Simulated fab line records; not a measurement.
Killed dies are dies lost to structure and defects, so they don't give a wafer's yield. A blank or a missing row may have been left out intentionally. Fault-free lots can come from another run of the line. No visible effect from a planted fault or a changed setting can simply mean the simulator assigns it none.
fab line records	flow n5Finfet
[record] lots = 7	wafers = 21
route steps=1938 shown MOL_CONTACT_COAG@563 BEOL_M0_SAQP@663 BEOL_M0@720 BEOL_M1@758 BEOL_M2@890 BEOL_M3@936
startH: the number of hours between the record's first day and the start of the first shown wafer of the lot	waitH: how many hours have passed since the lot's step before this one	" the same as in the row above	L1.1+2: a row that stands for several wafers	- no value, or no start was given	* or withheld: withheld	< > ~ a bound
route shown NAME@n: NAME is a module with steps in the file, n the number in the route of the first one	usual: mean and standard deviation over wafers with no fault	same: alike in all rows	chamber/n: place in a boat	sites: readings site by site	_std_site: standard deviation across them	_edge_site: outer sites' mean less inner sites'	radiusMm: for every site, how far away it sits from the centre of the wafer	mask NAME#n: copy n	behind: the most recent tool/chamber to have shaped the wafer	hold: why the lot was held/for how many hours/how that ended	device: transistor that didn't switch, given as n, p or np	end of line: at the end of the route, the tests of the same wafers	for a step that has no rows: nothing shown but its recipe	killed: the dies lost at the first sort to structure and to defects; this is not the yield of the wafer	map: dies across one wafer; x = killed, . = not, _ = none there
set.NAME: setting as actually run; set.NAME@STEP: the setting as run at that earlier step	model.NAME: the simulator's own value behind a step, which no gauge read
one table per step and one row per wafer, for lots whose settings were changed on purpose
[[steps]]
[step N5_MOL_CONTACT_COAG_PECVD_31]
[recipe] material = SiO2	targetThkA = 460	tempC = 400	precursor = TEOS/O2	pressureTorr = 6.5	rfW = withheld	teosFlowSccm = withheld	gas = O2	flowSccm = 2650	timeS = 8.9
lot.wafer	tool	chamber	startH	waitH	set.tempC	model.SiO2_of_MOL_CONTACT_COAG_PECVD_31.thkNm
L074.1	pecvd-04	1	97.21	0.3	400	45.6
L074.2	"	2	"	"	417.9	40.6
L074.4	"	2	"	"	417.9	41.4
L076.4	pecvd-03	2	113.62	0.3	391.3	49.6
L076.5	"	1	"	"	400	46
L076.6	"	0	"	"	391.3	49.2
L078.2	pecvd-03	2	123.54	0.3	400	45.4
L078.4	"	2	"	"	386.2	51
L078.6	"	0	"	"	400	47
L084.2	pecvd-04	2	156.75	0.3	400	45.8
L084.5	"	0	"	"	400	46
L084.6	"	1	"	"	400	46.4
L087.1	pecvd-03	1	174.44	0.3	400	44.8
L087.5	"	0	"	"	411.9	43
L087.6	"	2	"	"	400	46.6
L090.1	pecvd-02	0	192.80	0.3	385	49.2
L090.3	"	2	"	"	400	45.6
L090.6	"	1	"	"	400	45.8
L095.2	pecvd-03	2	226.24	0.3	388.4	49.2
L095.4	"	2	"	"	400	46.6
L095.6	"	1	"	"	400	46
[step N5_MOL_CONTACT_COAG_COAT_75]
[recipe] resist = SOC	tempC = 250	timeS = 60	spinRpm = 1500	resistThkNm = 60
[step N5_MOL_CONTACT_COAG_COAT_76]
[recipe] resist = SiARC	tempC = 220	timeS = 60	spinRpm = 1500	resistThkNm = 10
[step N5_MOL_CONTACT_COAG_ETCHBACK_135]
[recipe] chemistry = CHF3	target = SiO2	targetDepthA = 250	timeS = 16.7	ionEnergyEv = 200	pressureMtorr = 30	sourceW = 610	biasW = 170	Ar_flow_sccm = 200	CHF3_flow_sccm = 50
[step N5_MOL_CONTACT_COAG_STRIP_118]
[recipe] chemistry = CHF3	resist = SiARC	rfFrequencyHz = 6e+07
[step N5_MOL_CONTACT_COAG_VIA_ETCH_46]
[recipe] chemistry = C4F6/O2	targetDepthA = 460	overetchA = 92	maskMaterial = SOC	target = SiO2	biasW = 455	pressureMtorr = 10	timeS = 40	sourceW = 325	Ar_flow_sccm = 300	C4F6_flow_sccm = 10	O2_flow_sccm = 10	ionEnergyEv = 575.3	ends = endPoint
lot.wafer	tool	chamber	startH	waitH	set.tempC@MOL_CONTACT_COAG_PECVD_31	model.etch.depthNm
L074.1	rieDiel-02	3	98.35	0.0	400	45.57
L074.2	"	2	"	"	417.9	40.52
L074.4	"	1	"	"	417.9	41.48
L076.4	rieDiel-01	0	114.54	0.0	391.3	49.51
L076.5	"	3	"	"	400	45.94
L076.6	"	0	"	"	391.3	49.16
L078.2	rieDiel-01	0	125.34	0.0	400	45.49
L078.4	"	3	"	"	386.2	50.92
L078.6	"	3	"	"	400	47.06
L084.2	rieDiel-02	1	157.85	0.0	400	45.76
L084.5	"	1	"	"	400	45.96
L084.6	"	2	"	"	400	46.4
L087.1	rieDiel-02	2	175.40	0.0	400	44.79
L087.5	"	1	"	"	411.9	42.93
L087.6	"	3	"	"	400	46.52
L090.1	rieDiel-02	2	194.00	0.0	385	49.12
L090.3	"	3	"	"	400	45.62
L090.6	"	3	"	"	400	45.89
L095.2	rieDiel-06	0	227.22	0.0	388.4	49.29
L095.4	"	1	"	"	400	46.52
L095.6	"	0	"	"	400	45.93
[step N5_MOL_CONTACT_COAG_STRIP_96]
[recipe] chemistry = N2/H2	powerW = 500	tempC = 40	pressureMtorr = 50	rfFrequencyHz = 6e+07	overashFraction = 0.3	biasPowerW = 28	h2Frac = 0.5	n2FlowSccm = 300	h2FlowSccm = 300
[step N5_MOL_CONTACT_COAG_ETCH_47]
[recipe] chemistry = CH3F/O2	target = SiNx	targetDepthA = 270	maskMaterial = SiO2	stopOn = W	overEtchFrac = 0.2	ionEnergyEv = 120	endpoint = OES-CN	pressureMtorr = 30	sourceW = 395	biasW = 73	Ar_flow_sccm = 150	CH3F_flow_sccm = 30	O2_flow_sccm = 20	ends = endPoint
lot.wafer	tool	chamber	startH	waitH	set.downForcePsi@MOL_CONTACT_COAG_CMP_23	model.MOL_CONTACT_COAG.featureDepthNm
L074.1+2	rieDiel-02	3,2	98.46	0.0	2.325	18.2
L074.4	"	1	"	"	2	18.4
L076.4+5+6	rieDiel-01	0,3,0	114.64	0.0	2	18.6
L078.2+6	rieDiel-01	0,3	125.45	0.0	2	18.4
L078.4	"	3	"	"	2.336	18.2
L084.2+5+6	rieDiel-02	1,1,2	157.95	0.0	2	18.4
L087.1	rieDiel-02	2	175.50	0.0	2	18.6
L087.5	"	1	"	"	2	18.4
L087.6	"	3	"	"	2.369	18
L090.1+6	rieDiel-02	2,3	194.11	0.0	1.554	19
L090.3	"	3	"	"	2	18.6
L095.2	rieDiel-06	0	227.33	0.0	2.23	18.2
L095.4	"	1	"	"	2	18.6
L095.6	"	0	"	"	2.23	18.4
[step N5_MOL_CONTACT_COAG_CVD_140]
[recipe] material = W	targetThkA = 665	mode = selectiveFill	tempC = 300	timeS = 215
lot.wafer	tool	chamber	startH	waitH	set.targetThkA	model.W_of_MOL_CONTACT_COAG_CVD_140.thkNm
L074.1	cvdW-02	0	100.23	0.1	665	65.8
L074.2	"	1	"	"	665	66
L074.4	"	0	"	"	741.5	73.6
L076.4	cvdW-02	0	116.36	0.1	583.5	59
L076.5	"	0	"	"	665	67.2
L076.6	"	1	"	"	583.5	60.4
L078.2	cvdW-02	1	127.19	0.1	597	59.8
L078.4	"	0	"	"	597	59.2
L078.6	"	0	"	"	665	66.2
L084.2	cvdW-02	1	159.64	0.1	665	67.4
L084.5+6	"	0,1	"	"	665	67.8
L087.1	cvdW-01	0	177.16	0.1	665	65.6
L087.5	"	1	"	"	632.3	62.4
L087.6	"	0	"	"	665	66
L090.1	cvdW-01	1	196.35	0.1	665	66.4
L090.3	"	0	"	"	665	65.8
L090.6	"	1	"	"	724.2	72.2
L095.2	cvdW-01	0	229.64	0.1	665	66
L095.4	"	1	"	"	665	66.2
L095.6	"	1	"	"	665	66.6
[step N5_BEOL_M0_SAQP_SPACER1_ALD_98]
[recipe] material = SiO2	targetThkA = 128	tempC = 300	aldPrecursorFamily = BDEAS	aldCoReactant = O2-plasma	pulseTimeS = 1	purgeTimeS = 2	coReactantPurgeTimeS = 2	aldCycles = 138	pressureTorr = 2
lot.wafer	tool	chamber	startH	waitH	set.aldCycles	model.SiO2_of_BEOL_M0_SAQP_SPACER1_ALD_98.thkNm
L074.1+4	aldSin-03	0,2	108.69	0.3	138	12.8
L074.2	"	3	"	"	119	11
L076.4+5	aldSin-03	0,2	125.16	1.8	138	12.8
L076.6	"	3	"	"	153	14.2
L078.2+4+6	aldSin-01	0,2,0	134.31	0.3	138	12.8
L084.2+5+6	aldSin-04	1,2,1	167.91	0.3	138	12.8
L087.1+5+6	aldSin-04	1,0,3	184.97	0.5	144	13.2
L090.1+3+6	aldSin-03	0,1,1	203.41	0.3	138	12.8
L095.2+4	aldSin-03	0,2	236.44	0.3	138	12.8
L095.6	"	1	"	"	124	11.4
[step N5_BEOL_M0_SAQP_SPACER1_ETCHBACK_99]
[recipe] chemistry = CHF3/O2	mode = anisotropicEtchback	target = SiO2	targetDepthA = 154	timeS = 7.7	pressureMtorr = 30	sourceW = 650	biasW = 170	Ar_flow_sccm = 200	CHF3_flow_sccm = 50	O2_flow_sccm = 5	ionEnergyEv = 200
[step N5_BEOL_M0_SAQP_MANDREL1_REMOVE_100]
[recipe] chemistry = HBr/Cl2/O2	btTimeS = 10	target = a-Si	stopOn = SiNx	endpoint = OES-SiCl	overEtchFrac = 0.85	icpW = 600	biasW = 30	HBr_flow_sccm = 150	Cl2_flow_sccm = 80	O2_flow_sccm = 5	pressureMtorr = 10
lot.wafer	tool	chamber	startH	waitH	set.aldCycles@BEOL_M0_SAQP_SPACER1_ALD_98	model.SiO2_of_BEOL_M0_SAQP_SPACER1_ALD_98.thkNm	model.BEOL_M0_SAQP.cdNm
L074.1	rieSi-01	0	109.26	0.1	138	7.6	12.8
L074.2	"	1	"	"	119	5.6	11
L074.4	"	0	"	"	138	7.4	12.8
L076.4+5	rieSi-05	1,0	125.77	0.1	138	7.4	12.8
L076.6	"	3	"	"	153	8.8	14.2
L078.2+6	rieSi-05	1,0	134.95	0.1	138	7.4	12.8
L078.4	"	0	"	"	138	7.6	12.8
L084.2+5+6	rieSi-01	1,2,1	168.52	0.1	138	7.4	12.8
L087.1	rieSi-01	3	185.54	0.1	144	8	13.4
L087.5+6	"	2,1	"	"	144	7.8	13.2
L090.1	rieSi-05	2	203.97	0.1	138	7.4	12.8
L090.3+6	"	1,3	"	"	138	7.4	12.6
L095.2+4	rieSi-01	3,1	237.01	0.1	138	7.4	12.8
L095.6	"	3	"	"	124	6	11.6
[step N5_BEOL_M0_SAQP_CD_MEAS_25]
[recipe] targetCdNm = 13.1	landingEnergyEv = 1000	detector = seInlens
[usual] cdNm = 12.76/0.21
lot.wafer	tool	chamber	startH	waitH	set.aldCycles@BEOL_M0_SAQP_SPACER1_ALD_98	cdNm
L074.1	cdSem-03	0	109.37	0.1	138	12.97
L074.2	"	0	"	"	119	11.42
L074.4	"	0	"	"	138	12.76
L076.4	cdSem-01	0	125.88	0.1	138	12.85
L076.5	"	0	"	"	138	12.90
L076.6	"	0	"	"	153	14.33
L078.2	cdSem-01	0	135.06	0.1	138	12.58
L078.4	"	0	"	"	138	13.10
L078.6	"	0	"	"	138	12.77
L084.2	cdSem-02	0	168.63	0.1	138	12.99
L084.5	"	0	"	"	138	12.45
L084.6	"	0	"	"	138	12.69
L087.1	cdSem-02	0	185.65	0.1	144	13.45
L087.5	"	0	"	"	144	13.59
L087.6	"	0	"	"	144	13.29
L090.1	cdSem-02	0	204.08	0.1	138	12.93
L090.3	"	0	"	"	138	12.80
L090.6	"	0	"	"	138	12.57
L095.2	cdSem-03	0	237.12	0.1	138	12.78
L095.4	"	0	"	"	138	12.74
L095.6	"	0	"	"	124	11.47
[step N5_BEOL_M0_ETCH_128]
[recipe] chemistry = CF4/N2	targetDepthA = 120	overetchA = 51	target = SiCN	timeS = 21.4	ionEnergyEv = 150	pressureMtorr = 40	sourceW = 430	biasW = 70	Ar_flow_sccm = 100	cf4FlowSccm = 60	n2FlowSccm = 60
[usual] rfVppV = 382.8/2.2
lot.wafer	tool	chamber	startH	waitH	set.sourceW	rfVppV
L074.1	rieDiel-06	3	115.05	0.0	430	381.8
L074.2	"	0	"	"	430	381.4
L074.4	"	2	"	"	396.1	395.2
L076.4	rieDiel-06	1	132.89	0.3	364.3	403.4
L076.5	"	0	"	"	430	381.2
L076.6	"	1	"	"	430	381.1
L078.2	rieDiel-02	1	141.65	0.5	430	383.0
L078.4	"	3	"	"	430	380.5
L078.6	"	0	"	"	430	379.5
L084.2	rieDiel-06	3	173.36	0.0	430	381.9
L084.5	"	0	"	"	430	381.6
L084.6	"	1	"	"	430	381.2
L087.1	rieDiel-06	3	193.09	1.1	430	383.6
L087.5	"	0	"	"	365.1	401.1
L087.6	"	1	"	"	430	381.8
L090.1	rieDiel-02	2	212.08	0.3	430	384.5
L090.3	"	1	"	"	430	384.0
L090.6	"	2	"	"	430	385.9
L095.2	rieDiel-06	3	243.81	1.6	430	382.0
L095.4	"	1	"	"	430	381.9
L095.6	"	0	"	"	430	380.4
[step N5_BEOL_M1_COAT_05]
[recipe] resist = CAR-EUV	spinRpm = 1500	resistThkNm = 30
lot.wafer	tool	chamber	startH	waitH	set.spinRpm	model.CAR-EUV_of_BEOL_M1_COAT_05.thkNm
L074.1+2	lithoTrack-05	0	-	-	1500	30
L074.4	"	0	"	"	1572	29.4
L076.4	lithoTrack-05	0	-	-	1500	30
L076.5+6	"	0	"	"	1500	29.8
L078.2	lithoTrack-02	0	-	-	1500	29.8
L078.4	"	0	"	"	1574	29.4
L078.6	"	0	"	"	1500	30
L084.2+6	lithoTrack-05	0	-	-	1500	30
L084.5	"	0	"	"	1500	30.2
L087.1+5	lithoTrack-04	0	-	-	1500	30
L087.6	"	0	"	"	1500	30.2
L090.1+3	lithoTrack-04	0	-	-	1500	30
L090.6	"	0	"	"	1449	30.6
L095.2	lithoTrack-04	0	-	-	1500	30.2
L095.4+6	"	0	"	"	1563	29.4
[step N5_BEOL_M1_EXPOSE_08]
[recipe] maskId = M1	na = 0.33	sourceShape = dipole	sigmaInner = 0.369	sigmaOuter = 0.767	polarization = unpolarized	doseMj = 33
lot.wafer	tool	chamber	startH	waitH	mask	set.doseMj
L074.1	euvScanner-02	0	119.63	-	M1#0	33.83
L074.2+4	"	0	"	"	M1#0	33
L076.4+6	euvScanner-01	0	137.60	-	M1#0	34.37
L076.5	"	0	"	"	M1#0	33
L078.2+4	euvScanner-01	0	147.54	-	M1#0	31.41
L078.6	"	0	"	"	M1#0	33
L084.2+5+6	euvScanner-01	0	179.25	-	M1#0	33
L087.1+5+6	euvScanner-02	0	198.45	-	M1#0	33
L090.1	euvScanner-01	0	218.63	-	M1#0	33
L090.3+6	"	0	"	"	M1#0	31.69
L095.2	euvScanner-01	0	248.48	-	M1#0	32.24
L095.4+6	"	0	"	"	M1#0	33
[step N5_BEOL_M1_PEB_09]
[recipe] pebTempC = 100	pebTimeS = 60	resist = CAR-EUV
[step N5_BEOL_M1_DEVELOP_10]
[recipe] developTimeS = 30	developer = TMAH	resist = CAR-EUV	rinseLiquid = surfactantRinse	dry = airSpin	devTempC = 23
lot.wafer	tool	chamber	startH	waitH	set.spinRpm@BEOL_M1_COAT_05	model.CAR-EUV_of_BEOL_M1_COAT_05.thkNm
L074.1+2	lithoTrack-02	0	-	-	1500	29.6
L074.4	"	0	"	"	1572	29
L076.4+5+6	lithoTrack-04	0	-	-	1500	29.4
L078.2	lithoTrack-02	0	-	-	1500	29.4
L078.4	"	0	"	"	1574	29
L078.6	"	0	"	"	1500	29.6
L084.2+6	lithoTrack-02	0	-	-	1500	29.6
L084.5	"	0	"	"	1500	29.8
L087.1+5+6	lithoTrack-04	0	-	-	1500	29.6
L090.1+3	lithoTrack-02	0	-	-	1500	29.6
L090.6	"	0	"	"	1449	30
L095.2	lithoTrack-04	0	-	-	1500	29.6
L095.4+6	"	0	"	"	1563	29
[step N5_BEOL_M1_DESCUM_16]
[recipe] chemistry = O2	timeS = 7	sourcePowerW = 50	biasPowerW = 20	pressureMtorr = 20	rfFrequencyHz = 2.712e+07	tempC = 40	resist = CAR-EUV	o2FlowSccm = 225
[step N5_BEOL_M1_ETCH_74]
[recipe] chemistry = N2/H2	target = underlayer	targetDepthA = 65	maskMaterial = CAR-EUV	timeS = 5.2	ionEnergyEv = 200	pressureMtorr = 30	sourceW = 840	biasW = 150	n2FlowSccm = 200	h2FlowSccm = 200	ends = cleared
lot.wafer	tool	chamber	startH	waitH	set.spinRpm@BEOL_M1_COAT_05	set.doseMj@BEOL_M1_EXPOSE_08	model.CAR-EUV_of_BEOL_M1_COAT_05.thkNm	model.BEOL_M1.cdOffsetNm
L074.1	rieDiel-05	0	120.67	0.0	1500	33.83	20.4	0.4
L074.2	"	1	"	"	1500	33	20.2	-0.2
L074.4	"	2	"	"	1572	33	19.8	0
L076.4+6	rieDiel-04	2,3	138.71	0.0	1500	34.37	20.2	0.8
L076.5	"	0	"	"	1500	33	20.2	0
L078.2	rieDiel-05	0	147.82	0.0	1500	31.41	20.2	-1
L078.4	"	1	"	"	1574	31.41	19.6	-1.2
L078.6	"	3	"	"	1500	33	20.4	0
L084.2+6	rieDiel-04	0	179.66	0.0	1500	33	20.4	0
L084.5	"	1	"	"	1500	33	20.4	0.2
L087.1	rieDiel-03	0	198.73	0.0	1500	33	20.4	0.4
L087.5+6	"	3,2	"	"	1500	33	20.4	0.2
L090.1	rieDiel-03	3	218.91	0.0	1500	33	20.4	0
L090.3	"	2	"	"	1500	31.69	20.2	-0.6
L090.6	"	3	"	"	1449	31.69	20.8	-0.8
L095.2	rieDiel-05	0	248.96	0.0	1500	32.24	20.4	-0.4
L095.4	"	2	"	"	1563	33	19.8	0
L095.6	"	1	"	"	1563	33	19.8	0.2
[step N5_BEOL_M1_ETCH_63]
[recipe] chemistry = CF4	target = SiARC	targetDepthA = 156	maskMaterial = CAR-EUV	timeS = 26	ionEnergyEv = 80	pressureMtorr = 40	sourceW = 545	biasW = 36	Ar_flow_sccm = 100	cf4FlowSccm = 100	ends = cleared
[step N5_BEOL_M1_ETCH_64]
[recipe] chemistry = N2/H2	target = SOC	targetDepthA = 750	overetchA = 150	maskMaterial = SiARC	tempC = 40	timeS = 112.5	ionEnergyEv = 200	pressureMtorr = 30	sourceW = 840	biasW = 150	n2FlowSccm = 200	h2FlowSccm = 200
[step N5_BEOL_M1_PRECLEAN_42]
[recipe] chemistry = residueRemover	timeS = 60	tempC = 40
[step N5_BEOL_M1_SRD_43]
[recipe] timeS = 30	tempC = 23	rinseLiquid = diw	dry = ipaMarangoni
[step N5_BEOL_M1_CD_MEAS_35]
[recipe] targetCdNm = 18	targetCdYNm = 21	polarity = opening
[usual] cdNm = 18.11/0.3
lot.wafer	tool	chamber	startH	waitH	set.doseMj@BEOL_M1_EXPOSE_08	cdNm
L074.1	cdSem-01	-	128.57	0.0	33.83	18.69
L074.2	"	-	"	"	33	18.40
L074.4	"	-	"	"	33	17.92
L076.4	cdSem-02	-	141.79	0.0	34.37	18.91
L076.5	"	-	"	"	33	18.38
L076.6	"	-	"	"	34.37	19.07
L078.2	cdSem-02	-	151.73	0.0	31.41	16.61
L078.4	"	-	"	"	31.41	16.46
L078.6	"	-	"	"	33	18.35
L084.2	cdSem-02	-	182.60	0.0	33	17.94
L084.5	"	-	"	"	33	17.88
L084.6	"	-	"	"	33	18.33
L087.1	cdSem-02	-	207.23	0.0	33	18.96
L087.5	"	-	"	"	33	18.00
L087.6	"	-	"	"	33	18.39
L090.1	cdSem-01	-	226.43	0.0	33	18.59
L090.3	"	-	"	"	31.69	17.44
L090.6	"	-	"	"	31.69	17.18
L095.2	cdSem-01	-	253.05	0.0	32.24	17.58
L095.4	"	-	"	"	33	17.91
L095.6	"	-	"	"	33	18.24
[step N5_BEOL_M2_TRENCH_ETCH_37]
[recipe] chemistry = C4F6/O2	targetDepthA = 555.55	target = SiOC	timeS = 29.2	ionEnergyEv = 250	pressureMtorr = 30	sourceW = 355	biasW = 185	Ar_flow_sccm = 300	C4F6_flow_sccm = 10	O2_flow_sccm = 10
[usual] rfVppV = 663/5.1
lot.wafer	tool	chamber	startH	waitH	set.biasW	rfVppV
L074.1	rieDiel-02	0	-	-	198.7	694
L074.2	"	2	"	"	185	666
L074.4	"	1	"	"	185	659
L076.4	rieDiel-01	0	-	-	185	656
L076.5	"	3	"	"	185	669
L076.6	"	0	"	"	185	657
L078.2	rieDiel-02	3	-	-	168.1	619
L078.4	"	1	"	"	168.1	610
L078.6	"	0	"	"	185	655
L084.2	rieDiel-06	2	-	-	185	663
L084.5	"	1	"	"	185	658
L084.6	"	2	"	"	185	662
L087.1	rieDiel-02	3	-	-	174.6	640
L087.5	"	2	"	"	185	665
L087.6	"	1	"	"	185	658
L090.1	rieDiel-02	3	-	-	170.2	625
L090.3	"	2	"	"	185	666
L090.6	"	1	"	"	185	658
L095.2	rieDiel-01	0	-	-	185	657
L095.4	"	3	"	"	159	593
L095.6	"	1	"	"	159	596
[step N5_BEOL_M3_COAT_62]
[recipe] resist = SiARC	tempC = 220	timeS = 60	spinRpm = 1500	resistThkNm = 12
lot.wafer	tool	chamber	startH	waitH	set.spinRpm	model.SiARC_of_BEOL_M3_COAT_62.thkNm
L074.1	lithoTrack-05	0	-	-	1366	12.6
L074.2+4	"	0	"	"	1500	12
L076.4+6	lithoTrack-05	0	-	-	1500	12
L076.5	"	0	"	"	1666	11.4
L078.2+4	lithoTrack-04	0	-	-	1500	12
L078.6	"	0	"	"	1569	11.6
L084.2+5+6	lithoTrack-04	0	-	-	1500	12
L087.1+6	lithoTrack-05	0	-	-	1394	12.4
L087.5	"	0	"	"	1500	12
L090.1+3+6	lithoTrack-04	0	-	-	1500	12
L095.2	lithoTrack-04	0	-	-	1500	12
L095.4+6	"	0	"	"	1362	12.6
[[key]]
[split] step = N5_MOL_CONTACT_COAG_PECVD_31	setting = tempC	stated = 400	by = wafer
[response] step = N5_MOL_CONTACT_COAG_PECVD_31	reading = model.SiO2_of_MOL_CONTACT_COAG_PECVD_31.thkNm	change = -1.09	per = 1%	r = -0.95
[response] step = N5_MOL_CONTACT_COAG_VIA_ETCH_46	reading = model.etch.depthNm	change = -1.08	per = 1%	r = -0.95
[split] step = N5_MOL_CONTACT_COAG_CVD_140	setting = targetThkA	stated = 665	by = wafer
[response] step = N5_MOL_CONTACT_COAG_CVD_140	reading = model.W_of_MOL_CONTACT_COAG_CVD_140.thkNm	change = +0.652	per = 1%	r = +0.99
[split] step = N5_BEOL_M0_SAQP_SPACER1_ALD_98	setting = aldCycles	stated = 138	by = wafer
[response] step = N5_BEOL_M0_SAQP_SPACER1_ALD_98	reading = model.SiO2_of_BEOL_M0_SAQP_SPACER1_ALD_98.thkNm	change = +0.132	per = 1%	r = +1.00
[response] step = N5_BEOL_M0_SAQP_MANDREL1_REMOVE_100	reading = model.SiO2_of_BEOL_M0_SAQP_SPACER1_ALD_98.thkNm	change = +0.135	per = 1%	r = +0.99
[response] step = N5_BEOL_M0_SAQP_MANDREL1_REMOVE_100	reading = model.BEOL_M0_SAQP.cdNm	change = +0.127	per = 1%	r = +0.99
[response] step = N5_BEOL_M0_SAQP_CD_MEAS_25	reading = cdNm	change = +0.119	per = 1%	r = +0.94
[split] step = N5_BEOL_M0_ETCH_128	setting = sourceW	stated = 430	by = wafer
[response] step = N5_BEOL_M0_ETCH_128	reading = rfVppV	change = -1.38	per = 1%	r = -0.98
[split] step = N5_BEOL_M1_COAT_05	setting = spinRpm	stated = 1500	by = wafer
[response] step = N5_BEOL_M1_COAT_05	reading = model.CAR-EUV_of_BEOL_M1_COAT_05.thkNm	change = -0.14	per = 1%	r = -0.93
[response] step = N5_BEOL_M1_DEVELOP_10	reading = model.CAR-EUV_of_BEOL_M1_COAT_05.thkNm	change = -0.12	per = 1%	r = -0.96
[response] step = N5_BEOL_M1_ETCH_74	reading = model.CAR-EUV_of_BEOL_M1_COAT_05.thkNm	change = -0.132	per = 1%	r = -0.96
[split] step = N5_BEOL_M1_EXPOSE_08	setting = doseMj	stated = 33	by = wafer
[response] step = N5_BEOL_M1_ETCH_74	reading = model.BEOL_M1.cdOffsetNm	change = +0.204	per = 1%	r = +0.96
[response] step = N5_BEOL_M1_CD_MEAS_35	reading = cdNm	change = +0.277	per = 1%	r = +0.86
[split] step = N5_BEOL_M2_TRENCH_ETCH_37	setting = biasW	stated = 185	by = wafer
[response] step = N5_BEOL_M2_TRENCH_ETCH_37	reading = rfVppV	change = +4.41	per = 1%	r = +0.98
[split] step = N5_BEOL_M3_COAT_62	setting = spinRpm	stated = 1500	by = wafer
[response] step = N5_BEOL_M3_COAT_62	reading = model.SiARC_of_BEOL_M3_COAT_62.thkNm	change = -0.062	per = 1%	r = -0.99
split outsideThisFile step=N5_MOL_CONTACT_COAG_CMP_23 setting=downForcePsi
// split outsideThisFile: this setting was split too, and the file shows its column; the key of that split is in another file
